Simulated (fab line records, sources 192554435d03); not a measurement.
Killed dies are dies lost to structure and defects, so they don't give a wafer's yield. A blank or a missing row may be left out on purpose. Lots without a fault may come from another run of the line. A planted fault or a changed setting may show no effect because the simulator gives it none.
One fault seen from 2 desks | flow n5_finfet | each desk has only its own numbers; what lay behind them comes last

THE TOOL OWNER'S DESK: pecvd-04
The tool's own readings at N5_BEOL_M9_PECVD_70 (deposits SiO2 from TEOS/O2, target thk 20 nm, time 22.7 s): means of the sampled wafers that have a number, for each lot that ran on this tool. A lot is out of limits, marked OUT, if its mean lies more than 4 standard deviations from the usual mean; the brackets give that distance.
Columns: A = chamber_pressure_Torr at N5_BEOL_M9_PECVD_70, usual 5.498 Torr; B = heater_power_w at N5_BEOL_M9_PECVD_70, usual 801 W; C = showerhead_plenum_p_Torr at N5_BEOL_M9_PECVD_70, usual 8.76 Torr; D = susceptor_temp_C at N5_BEOL_M9_PECVD_70, usual 400.01 C; E = throttle_valve_pct at N5_BEOL_M9_PECVD_70, usual 22.5 %
lot  | first seen here | A     | B   | C    | D      | E
L111 | day 10 12:21    | 5.492 | 718 | 8.69 | 400.08 | 22.7
L115 | day 10 23:47    | 5.500 | 929 | 8.72 | 400.08 | 23.0
L120 | day 12 06:31    | 5.493 | 842 | 8.73 | 399.84 | 22.9
L121 | day 12 22:46    | 5.498 | 832 | 8.72 | 400.02 | 23.1
L132 | day 15 22:33    | 5.512 | 809 | 8.68 | 399.93 | 23.0
This desk's finding: nothing out of limits on any of the 5 lots.

THE DEFECT DESK
What the inspections along the route counted, lot by lot: means of the sampled wafers that have a number. A lot is out of limits, marked OUT, if its mean lies more than 4 standard deviations from the usual mean; the brackets give that distance.
Columns: A = raw_defect_count at N5_BEOL_M9_INSPECT_13, usual 394
lot  | first seen here | A
L109 | day 9 13:42     | 341
L111 | day 10 13:17    | 314
L115 | day 11 01:15    | 396
L120 | day 12 07:41    | 945 (+5.9) OUT
L121 | day 13 00:23    | 797 (+4.3) OUT
L124 | day 13 06:43    | 429
L126 | day 13 11:46    | 370
L131 | day 15 21:41    | 354
L132 | day 16 00:05    | 526
This desk's finding: out of limits on L120, L121; first on L120, day 12 07:41 (raw_defect_count at N5_BEOL_M9_INSPECT_13). In limits: L109, L111, L115, L124, L126, L131, L132.

PUT TOGETHER
The defect desk could have raised an alarm at day 12 07:41, on L120, L121.
The tool owner's desk saw nothing out of limits.
The tool owner's desk has L120, L121 on record, within its limits.
Of the lots named, all ran N5_BEOL_M9_PECVD_70 on pecvd-04.

WHAT THE SIMULATOR HAD PUT IN
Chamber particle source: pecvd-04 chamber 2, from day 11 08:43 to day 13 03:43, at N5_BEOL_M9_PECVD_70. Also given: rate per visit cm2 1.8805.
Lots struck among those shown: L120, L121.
Hours from the fault's start to each desk's first reading out of limits: the defect desk, 23.
